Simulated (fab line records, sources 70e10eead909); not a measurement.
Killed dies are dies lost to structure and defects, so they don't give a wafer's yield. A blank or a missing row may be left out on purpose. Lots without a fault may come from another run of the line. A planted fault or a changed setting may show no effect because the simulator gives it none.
One fault seen from 3 desks | flow nand_harc | each desk has only its own numbers; what lay behind them comes last

THE DEFECT DESK
What the inspections along the route counted, lot by lot: means of the sampled wafers that have a number. A lot is out of limits, marked OUT, if its mean lies more than 4 standard deviations from the usual mean; the brackets give that distance.
Columns: A = raw_defect_count at NHARC_P_M2_INSPECT_11, usual 5.0
lot  | first seen here | A
L984 | day 6 14:08     | 6.7
L985 | day 6 23:28     | 2.7
L989 | day 8 13:32     | 4.0
L998 | day 12 08:14    | 4.3
L105 | day 15 14:50    | 6.0
This desk's finding: nothing out of limits on any of the 5 lots.

THE METROLOGY DESK
What the gauges read, lot by lot, whatever tool the lot ran on: means of the sampled wafers that have a number. A lot is out of limits, marked OUT, if its mean lies more than 4 standard deviations from the usual mean; the brackets give that distance.
Columns: A = cd_nm at NHARC_P_M2_CD_MEAS_09, usual 170.4 nm; B = overlay_x_nm at NHARC_P_M2_OVL_MEAS_10, usual 0.0 nm; C = overlay_y_nm at NHARC_P_M2_OVL_MEAS_10, usual 0.0 nm; D = cd_nm at NHARC_P_M2_CD_MEAS_16, usual 170.7 nm; E = thk_nm at NHARC_P_M2_THK_MEAS_24, usual 143.7 nm; F = thk_nm at NHARC_P_BONDPAD_THK_MEAS_33, usual 199.8 nm; G = cd_nm at NHARC_P_BONDPAD_CD_MEAS_09, usual 499.5 nm
lot  | first seen here | A     | B    | C    | D     | E     | F     | G
L984 | day 6 14:01     | 170.9 | -0.4 | -0.1 | 171.8 | 141.6 | 198.7 | 498.5
L985 | day 6 23:20     | 170.6 | -0.2 | 1.1  | 170.7 | 144.6 | 199.1 | 501.2
L989 | day 8 13:25     | 171.0 | 0.9  | -1.2 | 171.1 | 142.4 | 198.6 | 499.1
L998 | day 12 08:07    | 169.5 | 0.5  | -0.5 | 170.4 | 144.6 | 198.2 | 499.9
L105 | day 15 14:43    | 170.1 | -1.2 | -0.3 | 170.5 | 142.8 | 199.9 | 497.5
This desk's finding: nothing out of limits on any of the 5 lots.

THE TOOL OWNER'S DESK: rie_diel-05
The tool's own readings at NHARC_P_M2_STRIP_18 (strips in N2/H2): means of the sampled wafers that have a number, for each lot that ran on this tool. A lot is out of limits, marked OUT, if its mean lies more than 4 standard deviations from the usual mean; the brackets give that distance.
Columns: A = chamber_pressure_mTorr at NHARC_P_M2_STRIP_18, usual 29.996 mTorr; B = drypump_motor_current_A at NHARC_P_M2_STRIP_18, usual 5.9 A; C = oes_product_au at NHARC_P_M2_STRIP_18, usual 0.998 a.u.; D = rf_vpp_V at NHARC_P_M2_STRIP_18, usual 90.5 V; E = showerhead_plenum_p_Torr at NHARC_P_M2_STRIP_18, usual 2.03 Torr; F = throttle_valve_pct at NHARC_P_M2_STRIP_18, usual 14.172 %
lot  | first seen here | A      | B   | C     | D    | E    | F
L985 | day 6 23:56     | 29.962 | 6.0 | 1.009 | 91.3 | 2.13 | 14.172
L998 | day 12 08:41    | 29.997 | 5.5 | 1.005 | 90.4 | 2.06 | 14.172
This desk's finding: nothing out of limits on any of the 2 lots.

PUT TOGETHER
The defect desk saw nothing out of limits.
The metrology desk saw nothing out of limits.
The tool owner's desk saw nothing out of limits.

WHAT THE SIMULATOR HAD PUT IN
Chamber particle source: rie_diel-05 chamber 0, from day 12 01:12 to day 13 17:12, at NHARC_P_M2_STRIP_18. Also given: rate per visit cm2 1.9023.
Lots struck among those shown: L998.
